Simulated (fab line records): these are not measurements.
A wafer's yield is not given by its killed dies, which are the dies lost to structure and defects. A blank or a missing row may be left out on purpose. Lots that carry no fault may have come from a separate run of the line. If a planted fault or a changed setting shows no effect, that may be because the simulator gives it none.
fab line records	flow n5Finfet
[record] lots = 7	wafers = 21	lastDay = 17
route steps=1938 shown BEOL_M4@1085 PASSIVATION@1936
lots that met no fault: taken from a fault-free run of the same line
startH: start of the lot's first displayed wafer, in hours after the record's first day	waitH: how many hours have passed since the lot's step before this one	" repeats the value in the row above	L1.1+2: several wafers, shown together as one row	- either no value or no given start	* or withheld: withheld	< > ~ a bound
route shown NAME@n: NAME is a module with steps in the file, n the number in the route of the first one	usual: average and standard deviation across the fault-free wafers	same: alike in all rows	chamber/n: place in a boat	sites: readings site by site	_std_site: how widely they spread, as a standard deviation	_edge_site: mean of outer sites minus mean of inner sites	radiusMm: for every site, how far away it sits from the centre of the wafer	mask NAME#n: copy n	behind: the last tool/chamber to shape the wafer	hold: why the lot was held/for how many hours/how that ended	device: names the non-switching transistor (n, p or np)	end of line: the tests these same wafers got at the end of their route	for a step that has no rows: nothing shown but its recipe	killed: count of dies lost to structure and defects at first sort (not the wafer's yield)	map: dies across one wafer; x = killed, . = not, _ = none there
set.NAME: setting as actually run; set.NAME@STEP: the setting as run at that earlier step	model.NAME: the simulator's own value behind a step, which no gauge read
lots seen at some steps along the route; tables by step, rows by wafer
[[steps]]
[step N5_BEOL_M4_ANNEAL_49]
[recipe] tempC = 400	timeS = 240	ambient = vacuum
[usual] heaterPowerW = 834/67	susceptorTempC = 400.01/0.22	susceptor_temp_C_max = 400.9/0.33
[same] timeS = 240
lot.wafer	tool	chamber	startH	waitH	heaterPowerW	susceptorTempC	susceptor_temp_C_max
L709.1	pvdSputter-01	-	162.46	0.0	748	399.89	400.5
L709.4	"	-	"	"	952	400.23	401.1
L709.5	"	-	"	"	745	399.69	400.5
L716.2	pvdSputter-02	-	205.96	0.0	935	400.18	400.7
L716.4	"	-	"	"	841	400.13	401.1
L716.6	"	-	"	"	838	399.69	400.7
L718.2	pvdSputter-02	-	213.04	0.0	912	400.03	400.8
L718.3	"	-	"	"	844	399.97	400.6
L718.4	"	-	"	"	758	399.95	401.2
L719.1	pvdSputter-01	-	224.08	0.0	966	400.50	401.5
L719.2	"	-	"	"	781	400.09	400.6
L719.6	"	-	"	"	890	400.13	401.1
L723.1	pvdSputter-03	-	242.04	0.0	804	400.31	401.2
L723.4	"	-	"	"	823	399.69	400.3
L723.6	"	-	"	"	788	399.76	400.4
L726.2	pvdSputter-02	-	271.13	0.0	770	399.97	401.2
L726.5	"	-	"	"	769	399.92	400.9
L726.6	"	-	"	"	855	399.86	400.8
L731.1	pvdSputter-02	-	295.73	0.0	778	400.23	401.2
L731.5	"	-	"	"	825	399.88	400.8
L731.6	"	-	"	"	784	399.98	400.9
[step N5_BEOL_M4_SPUTTER_79]
[recipe] material = Cu	targetThkA = 45	tempC = -20	chamberPressurePa = 0.07	powerW = withheld	timeS = 8.29
[step N5_BEOL_M4_ANNEAL_80]
[recipe] tempC = 400	timeS = 240	ambient = vacuum
[usual] heaterPowerW = 832/66	susceptorTempC = 400.00/0.21	susceptor_temp_C_max = 400.9/0.32
[same] timeS = 240
lot.wafer	tool	chamber	startH	waitH	heaterPowerW	susceptorTempC	susceptor_temp_C_max
L709.1	pvdSputter-01	-	162.68	0.0	771	399.54	400.1
L709.4	"	-	"	"	985	399.95	400.8
L709.5	"	-	"	"	752	399.87	400.9
L716.2	pvdSputter-02	-	206.18	0.0	911	400.01	400.5
L716.4	"	-	"	"	815	399.71	400.6
L716.6	"	-	"	"	841	400.36	401.3
L718.2	pvdSputter-02	-	213.26	0.0	923	399.90	400.6
L718.3	"	-	"	"	833	400.05	401.3
L718.4	"	-	"	"	767	399.65	400.6
L719.1	pvdSputter-01	-	224.30	0.0	987	400.41	401.2
L719.2	"	-	"	"	771	400.31	400.9
L719.6	"	-	"	"	887	400.38	401.4
L723.1	pvdSputter-03	-	242.26	0.0	789	400.21	401.0
L723.4	"	-	"	"	818	399.87	400.5
L723.6	"	-	"	"	788	399.93	400.5
L726.2	pvdSputter-02	-	271.38	0.0	781	399.60	400.6
L726.5	"	-	"	"	782	400.33	401.1
L726.6	"	-	"	"	823	400.00	401.0
L731.1	pvdSputter-02	-	295.95	0.0	778	400.32	401.2
L731.5	"	-	"	"	810	400.00	401.0
L731.6	"	-	"	"	766	400.34	401.5
[step N5_BEOL_M4_SPUTTER_81]
[recipe] material = Cu	targetThkA = 45	tempC = -20	chamberPressurePa = 0.07	powerW = withheld	timeS = 8.29
[step N5_BEOL_M4_ANNEAL_82]
[recipe] tempC = 400	timeS = 240	ambient = vacuum
[usual] heaterPowerW = 834/65	susceptorTempC = 400.00/0.23	susceptor_temp_C_max = 400.9/0.32
[same] timeS = 240
lot.wafer	tool	chamber	startH	waitH	heaterPowerW	susceptorTempC	susceptor_temp_C_max
L709.1	pvdSputter-01	-	162.90	0.0	795	399.87	400.5
L709.4	"	-	"	"	981	399.86	400.7
L709.5	"	-	"	"	730	400.13	400.8
L716.2	pvdSputter-02	-	206.40	0.0	925	400.16	400.7
L716.4	"	-	"	"	846	399.99	401.0
L716.6	"	-	"	"	849	400.13	401.0
L718.2	pvdSputter-02	-	213.48	0.0	910	400.24	400.8
L718.3	"	-	"	"	814	399.96	400.9
L718.4	"	-	"	"	777	399.93	400.9
L719.1	pvdSputter-01	-	224.52	0.0	993	400.07	401.0
L719.2	"	-	"	"	791	399.53	400.0
L719.6	"	-	"	"	873	399.99	400.9
L723.1	pvdSputter-03	-	242.48	0.0	769	399.70	400.4
L723.4	"	-	"	"	792	400.19	400.9
L723.6	"	-	"	"	779	399.60	400.2
L726.2	pvdSputter-02	-	271.63	0.0	816	400.15	401.0
L726.5	"	-	"	"	790	400.13	401.1
L726.6	"	-	"	"	826	399.78	401.0
L731.1	pvdSputter-02	-	296.17	0.0	778	399.72	400.4
L731.5	"	-	"	"	841	400.08	400.9
L731.6	"	-	"	"	773	399.82	400.8
[step N5_BEOL_M4_SPUTTER_86]
[recipe] material = Cu	targetThkA = 45	tempC = -20	chamberPressurePa = 0.07	powerW = withheld	timeS = 8.29
[step N5_BEOL_M4_ANNEAL_87]
[recipe] tempC = 400	timeS = 240	ambient = vacuum
[step N5_BEOL_M4_SPUTTER_88]
[recipe] material = Cu	targetThkA = 45	tempC = -20	chamberPressurePa = 0.07	powerW = withheld	timeS = 8.29
[step N5_BEOL_M4_ANNEAL_89]
[recipe] tempC = 400	timeS = 240	ambient = vacuum
[step N5_BEOL_M4_SPUTTER_90]
[recipe] material = Cu	targetThkA = 45	tempC = -20	chamberPressurePa = 0.07	powerW = withheld	timeS = 8.29
[step N5_BEOL_M4_ANNEAL_91]
[recipe] tempC = 400	timeS = 240	ambient = vacuum
[step N5_BEOL_M4_SPUTTER_92]
[recipe] material = Cu	targetThkA = 45	tempC = -20	chamberPressurePa = 0.07	powerW = withheld	timeS = 8.29
[usual] chuckGasFlowSccm = 1.26/0.057	throttleValvePct = 29.8/0.91
[same] timeS = 8.29
lot.wafer	tool	chamber	startH	waitH	chuckGasFlowSccm	throttleValvePct
L709.1	pvdSputter-01	-	163.70	0.1	1.21	31.3
L709.4	"	-	"	"	1.25	30.3
L709.5	"	-	"	"	1.34	29.4
L716.2	pvdSputter-02	-	207.20	0.1	1.34	29.2
L716.4	"	-	"	"	1.24	28.7
L716.6	"	-	"	"	1.28	29.1
L718.2	pvdSputter-02	-	214.28	0.1	1.31	29.4
L718.3	"	-	"	"	1.22	29.3
L718.4	"	-	"	"	1.25	29.3
L719.1	pvdSputter-01	-	225.32	0.1	1.24	30.0
L719.2	"	-	"	"	1.29	31.4
L719.6	"	-	"	"	1.22	30.0
L723.1	pvdSputter-03	-	243.28	0.1	1.32	30.4
L723.4	"	-	"	"	1.25	28.5
L723.6	"	-	"	"	1.32	30.5
L726.2	pvdSputter-02	-	272.53	0.1	1.24	29.4
L726.5	"	-	"	"	1.32	29.3
L726.6	"	-	"	"	1.19	29.3
L731.1	pvdSputter-02	-	296.97	0.1	1.37	29.2
L731.5	"	-	"	"	1.18	28.8
L731.6	"	-	"	"	1.31	29.3
[step N5_BEOL_M4_ANNEAL_93]
[recipe] tempC = 400	timeS = 240	ambient = vacuum
[usual] heaterPowerW = 834/66	susceptorTempC = 399.98/0.23	susceptor_temp_C_max = 400.9/0.32	timeS = 240/0
lot.wafer	tool	chamber	startH	waitH	heaterPowerW	susceptorTempC	susceptor_temp_C_max	timeS
L709.1	pvdSputter-01	-	163.78	0.0	768	399.71	400.3	240
L709.4	"	-	"	"	966	400.06	401.1	240
L709.5	"	-	"	"	758	399.94	400.7	240
L716.2	pvdSputter-02	-	207.28	0.0	-	-	-	-
L716.4	"	-	"	"	-	-	-	-
L716.6	"	-	"	"	-	-	-	-
L718.2	pvdSputter-02	-	214.36	0.0	-	-	-	-
L718.3	"	-	"	"	-	-	-	-
L718.4	"	-	"	"	-	-	-	-
L719.1	pvdSputter-01	-	225.40	0.0	-	-	-	-
L719.2	"	-	"	"	-	-	-	-
L719.6	"	-	"	"	-	-	-	-
L723.1	pvdSputter-03	-	243.36	0.0	781	400.05	400.9	240
L723.4	"	-	"	"	817	399.69	400.5	240
L723.6	"	-	"	"	799	399.53	400.2	240
L726.2	pvdSputter-02	-	272.62	0.0	790	400.09	401.4	240
L726.5	"	-	"	"	783	400.43	401.5	240
L726.6	"	-	"	"	837	399.53	400.4	240
L731.1	pvdSputter-02	-	297.05	0.0	782	399.61	400.7	240
L731.5	"	-	"	"	851	400.02	401.3	240
L731.6	"	-	"	"	774	399.49	400.7	240
[step N5_BEOL_M4_SPUTTER_94]
[recipe] material = Cu	targetThkA = 45	tempC = -20	chamberPressurePa = 0.07	powerW = withheld	timeS = 8.29
[usual] chuckGasFlowSccm = 1.26/0.053	throttleValvePct = 29.8/0.93
[same] timeS = 8.29
lot.wafer	tool	chamber	startH	waitH	chuckGasFlowSccm	throttleValvePct
L709.1	pvdSputter-01	-	163.92	0.1	1.28	31.4
L709.4	"	-	"	"	1.25	30.3
L709.5	"	-	"	"	1.26	29.5
L716.2	pvdSputter-02	-	207.42	0.1	1.24	29.2
L716.4	"	-	"	"	1.23	28.7
L716.6	"	-	"	"	1.21	29.3
L718.2	pvdSputter-02	-	214.50	0.1	1.24	29.5
L718.3	"	-	"	"	1.28	29.2
L718.4	"	-	"	"	1.33	29.3
L719.1	pvdSputter-01	-	225.54	0.1	1.30	30.4
L719.2	"	-	"	"	1.28	31.3
L719.6	"	-	"	"	1.24	30.2
L723.1	pvdSputter-03	-	243.50	0.1	1.26	30.7
L723.4	"	-	"	"	1.24	28.7
L723.6	"	-	"	"	1.28	30.4
L726.2	pvdSputter-02	-	272.77	0.1	1.30	29.2
L726.5	"	-	"	"	1.16	28.8
L726.6	"	-	"	"	1.30	29.2
L731.1	pvdSputter-02	-	297.19	0.1	1.27	29.0
L731.5	"	-	"	"	1.26	29.0
L731.6	"	-	"	"	1.29	29.4
[step N5_BEOL_M4_RC_MEAS_101]
[usual] DIBL_N = 36.0/1.7	DIBL_P = 36.0/2	IOFF_N = 0.156/0.028	IOFF_P = 0.21/0.04	ION_N = 673/12	ION_P = 463/8.3	SS_N = 71.4/0.6	SS_P = 73.3/0.66	VT_N = 250/3	VT_P = -250/3.8
lot.wafer	tool	chamber	startH	waitH	DIBL_N[mV/V]	DIBL_P[mV/V]	IOFF_N[nA/um]	IOFF_P[nA/um]	ION_N[uA/um]	ION_P[uA/um]	SS_N[mV/dec]	SS_P[mV/dec]	VT_N[mV]	VT_P[mV]
L709.1	prober-01	0	165.37	0.0	36.6	36.3	0.169	0.20	665	462	72.6	73.6	248	-251
L709.4	"	0	"	"	36.5	36.8	0.171	0.21	666	457	72.2	73.2	250	-249
L709.5	"	0	"	"	35.7	35.4	0.155	0.19	682	461	71.5	73.3	250	-250
L716.2	prober-01	0	209.64	0.2	35.6	34.4	0.140	0.19	680	467	72.3	72.9	249	-255
L716.4	"	0	"	"	36.7	35.7	0.151	0.20	672	460	71.5	73.1	252	-249
L716.6	"	0	"	"	38.4	37.1	0.189	0.22	681	459	72.7	73.4	249	-253
L718.2	prober-02	0	216.41	0.2	36.8	36.4	0.157	0.19	676	466	71.6	73.1	252	-252
L718.3	"	0	"	"	38.0	38.0	0.187	0.22	675	461	72.2	73.6	248	-253
L718.4	"	0	"	"	35.2	34.8	0.135	0.18	681	468	71.1	72.6	252	-254
L719.1	prober-02	0	226.85	0.0	33.4	33.8	0.127	0.20	668	462	71.3	72.1	252	-246
L719.2	"	0	"	"	34.8	35.0	0.141	0.22	662	458	72.1	73.4	254	-246
L719.6	"	0	"	"	32.9	32.3	0.119	0.19	663	456	71.0	72.1	255	-246
L723.1	prober-01	0	244.96	0.0	36.6	36.7	0.176	0.22	683	466	71.8	72.6	246	-251
L723.4	"	0	"	"	35.9	35.5	0.157	0.21	675	461	70.7	72.9	250	-250
L723.6	"	0	"	"	35.3	34.6	0.143	0.19	662	451	71.7	72.9	252	-252
L726.2	prober-02	0	274.30	0.2	36.8	36.6	0.163	0.23	694	475	71.6	72.9	247	-247
L726.5	"	0	"	"	38.2	37.5	0.184	0.24	700	476	72.0	73.9	248	-245
L726.6	"	0	"	"	38.3	37.1	0.164	0.23	673	463	72.0	73.0	250	-249
L731.1	prober-01	0	298.51	0.0	33.8	32.2	0.107	0.14	638	443	71.5	72.4	257	-259
L731.5	"	0	"	"	33.1	31.8	0.107	0.13	661	452	71.0	71.8	255	-258
L731.6	"	0	"	"	36.6	36.4	0.147	0.18	663	455	71.3	73.4	253	-255
[step N5_PASSIVATION_PROBE_49]
[usual] defectLimitedYield = 91.6/1.6	killed_at_M0_to_M3 = 31/10	killed_at_M4_up = 14/6.3	killedAtContacts = 12/6.1	killedAtFrontEnd = 39/12	killedAtOther = 3.7/2.8	killedDies = 100/19	killedOpen = 66/14	killedShort = 33/8.1	sort_bin_5_function = 5.0/1.1	sort_bin_6_memory = 3.2/0.66	sort_bin_8_speed = 0.01/0.077	sortNPass = 1080/18	sortYieldPct = 91.6/1.6
[same] grossDies = 1180	killedAtBackSide = 0	sort_bin_4_leakage[%] = 0
lot.wafer	tool	chamber	startH	waitH	defectLimitedYield[%]	killed_at_M0_to_M3	killed_at_M4_up	killedAtContacts	killedAtFrontEnd	killedAtOther	killedDies	killedOpen	killedShort	sort_bin_5_function[%]	sort_bin_6_memory[%]	sort_bin_8_speed[%]	sortNPass	sortYieldPct[%]
L709.1	prober-01	-	270.55	0.0	88.7	44	38	18	33	0	133	99	33	7.8	3.2	0	1047	88.7
L709.4	prober-01	-	270.70	0.2	90.4	43	19	6	41	4	113	73	40	6.4	2.7	0	1067	90.4
L709.5	prober-01	-	270.75	0.2	90.6	37	28	9	32	5	111	79	31	6.1	3.1	0	1069	90.6
L716.2	prober-02	-	314.54	0.1	91.4	39	13	7	34	9	102	63	36	4.2	3.9	0	1078	91.4
L716.4	prober-02	-	314.64	0.2	91.9	35	21	6	32	2	96	63	33	5.3	2.5	0	1084	91.9
L716.6	prober-02	-	314.74	0.3	88.2	48	15	12	54	10	139	95	43	6.4	4.7	0	1041	88.2
L719.1	prober-01	-	331.02	0.0	90.9	49	14	6	38	0	107	77	30	5.2	3.8	0	1073	90.9
L719.2	prober-01	-	331.07	0.1	92.5	31	13	8	35	1	88	58	26	4.0	3.2	0	1092	92.5
L719.6	prober-01	-	331.27	0.3	92.7	29	16	4	36	1	86	64	21	4.2	3.1	0	1094	92.7
L723.1	prober-02	-	347.30	0.0	90.5	49	20	15	25	3	112	74	37	5.6	3.7	0	1068	90.5
L723.4	prober-02	-	347.45	0.2	93.1	31	13	8	26	4	82	54	28	4.1	2.5	0	1098	93.1
L723.6	prober-02	-	347.55	0.3	92.8	19	14	7	43	2	85	58	27	4.7	2.1	0	1095	92.8
L726.2	prober-02	-	376.75	0.1	88.7	30	20	17	60	6	133	83	46	6.7	4.0	0	1047	88.7
L726.5	prober-02	-	376.90	0.2	91.9	22	14	13	43	3	95	64	29	4.6	3.1	0	1085	91.9
L726.6	prober-02	-	376.95	0.3	87.8	35	20	17	69	3	144	80	63	7.2	4.3	0	1036	87.8
// killed by level:class
L709.1 BEOL_M4:geometricParticle:open=23 MOL_CONTACT_COAG:geometricParticle:open=15 BEOL_M3:geometricParticle:open=15 STI_FIN_REVEAL:geometricParticle:open=9 FIN_SAQP:geometricParticle:open=7 FIN_SAQP:geometricParticle:short=7 BEOL_M0_SAQP:geometricParticle:open=6 BEOL_M5:geometricParticle:open=6
L709.4 FIN_SAQP:geometricParticle:open=13 BEOL_M1:geometricParticle:open=10 BEOL_M2:geometricParticle:open=9 FIN_SAQP:geometricParticle:short=8 BEOL_M0_SAQP:geometricParticle:short=8 BEOL_M4:geometricParticle:open=8 GATE_CUT:geometricParticle:short=7 BEOL_M3:geometricParticle:open=5
L709.5 BEOL_M3:geometricParticle:open=20 BEOL_M4:geometricParticle:open=19 FIN_SAQP:geometricParticle:open=7 MOL_CONTACT_COAG:geometricParticle:open=7 STI_FIN_REVEAL:geometricParticle:open=6 BEOL_M0_SAQP:geometricParticle:short=5 GATE_CUT:geometricParticle:open=4 BEOL_M1:geometricParticle:open=4
L716.2 BEOL_M0_SAQP:geometricParticle:short=9 BEOL_M0_SAQP:geometricParticle:open=8 BEOL_M1:geometricParticle:open=7 FIN_SAQP:geometricParticle:open=6 MOL_CONTACT_COAG:geometricParticle:open=6 FIN_SAQP:geometricParticle:short=5 BEOL_M3:geometricParticle:open=5 BEOL_M4:geometricParticle:open=5
L716.4 FIN_SAQP:geometricParticle:short=12 BEOL_M3:geometricParticle:open=11 BEOL_M4:geometricParticle:open=7 FIN_SAQP:geometricParticle:open=5 MOL_CONTACT_COAG:geometricParticle:open=5 BEOL_M0_SAQP:geometricParticle:short=5 BEOL_M0:geometricParticle:open=5 BEOL_M2:geometricParticle:open=5
L716.6 BEOL_M3:geometricParticle:open=23 FIN_SAQP:geometricParticle:short=14 FIN_SAQP:geometricParticle:open=12 MOL_CONTACT_COAG:geometricParticle:open=11 STI_FIN_REVEAL:geometricParticle:open=7 BEOL_M0_SAQP:geometricParticle:short=6 BEOL_M0_SAQP:geometricParticle:open=6 BEOL_M2:geometricParticle:open=6
L719.1 BEOL_M0_SAQP:geometricParticle:open=19 STI_FIN_REVEAL:geometricParticle:open=17 BEOL_M0_SAQP:geometricParticle:short=12 MOL_CONTACT_COAG:geometricParticle:open=5 BEOL_M1:geometricParticle:open=5 BEOL_M3:geometricParticle:open=5 BEOL_M4:geometricParticle:open=5 GATE_CUT:geometricParticle:open=4
L719.2 FIN_SAQP:geometricParticle:open=9 BEOL_M4:geometricParticle:open=9 MOL_CONTACT_COAG:geometricParticle:open=7 BEOL_M0_SAQP:geometricParticle:open=7 BEOL_M0_SAQP:geometricParticle:short=7 BEOL_M3:geometricParticle:open=6 FIN_SAQP:geometricParticle:short=5 STI_FIN_REVEAL:geometricParticle:open=4
L719.6 BEOL_M3:geometricParticle:open=13 FIN_SAQP:geometricParticle:open=12 BEOL_M0_SAQP:geometricParticle:open=7 BEOL_M0_SAQP:geometricParticle:short=5 FIN_SAQP:geometricParticle:short=4 MOL_CONTACT_COAG:geometricParticle:open=4 STARTING-WAFER:geometricParticle:short=4 BEOL_M4:geometricParticle:open=4
L723.1 MOL_CONTACT_COAG:geometricParticle:open=10 BEOL_M0_SAQP:geometricParticle:open=9 BEOL_M1:geometricParticle:open=9 BEOL_M1:geometricParticle:short=8 BEOL_M4:geometricParticle:open=8 BEOL_M2:geometricParticle:open=7 BEOL_M0_SAQP:geometricParticle:short=6 MOL_CONTACT_COAG:geometricParticle:short=5
L723.4 MOL_CONTACT_COAG:geometricParticle:open=8 BEOL_M0_SAQP:geometricParticle:short=8 ILD0:geometricParticle:open=6 BEOL_M0_SAQP:geometricParticle:open=6 BEOL_M4:geometricParticle:open=6 FIN_SAQP:geometricParticle:open=5 BEOL_M1:geometricParticle:open=5 BEOL_M1:geometricParticle:short=4
L723.6 DUMMY_GATE:geometricParticle:open=9 FIN_SAQP:geometricParticle:short=7 STI_FIN_REVEAL:geometricParticle:open=6 ILD0:geometricParticle:open=6 MOL_CONTACT_COAG:geometricParticle:open=6 FIN_SAQP:geometricParticle:open=5 BEOL_M2:geometricParticle:open=5 BEOL_M0_SAQP:geometricParticle:open=4
L726.2 FIN_SAQP:geometricParticle:short=15 FIN_SAQP:geometricParticle:open=15 BEOL_M4:geometricParticle:open=14 MOL_CONTACT_COAG:geometricParticle:open=13 BEOL_M0_SAQP:geometricParticle:short=8 BEOL_M2:geometricParticle:open=6 DUMMY_GATE:geometricParticle:open=6 BEOL_M0_SAQP:geometricParticle:open=6
L726.5 MOL_CONTACT_COAG:geometricParticle:open=13 FIN_SAQP:geometricParticle:open=10 BEOL_M2:geometricParticle:open=7 BEOL_M4:geometricParticle:open=7 STI_FIN_REVEAL:geometricParticle:short=5 GATE_CUT:geometricParticle:open=4 GATE_CUT:geometricParticle:short=4 BEOL_M1:geometricParticle:open=4
L726.6 FIN_SAQP:geometricParticle:short=23 FIN_SAQP:geometricParticle:open=21 BEOL_M4:geometricParticle:open=15 MOL_CONTACT_COAG:geometricParticle:open=13 BEOL_M0_SAQP:geometricParticle:short=12 ILD0:geometricParticle:open=7 BEOL_M0_SAQP:geometricParticle:open=7 BEOL_M2:geometricParticle:open=7
[[key]]
[firstSign] step = N5_BEOL_M4_ANNEAL_93	reading = toolRecord	direction = missing
effect none on later readings
metAt N5_BEOL_M4_ANNEAL_93
struckWafers L716.2,L716.4,L716.6,L718.2,L718.3,L718.4,L719.1,L719.2,L719.6
onsetBetween 163.78 207.28
[fault] kind = skippedStepWhole	tool = pvdSputter-01,pvdSputter-02	chamber = -	onsetH = 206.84	steps = N5_BEOL_M4_ANNEAL_93	scope = struckLotsOnly
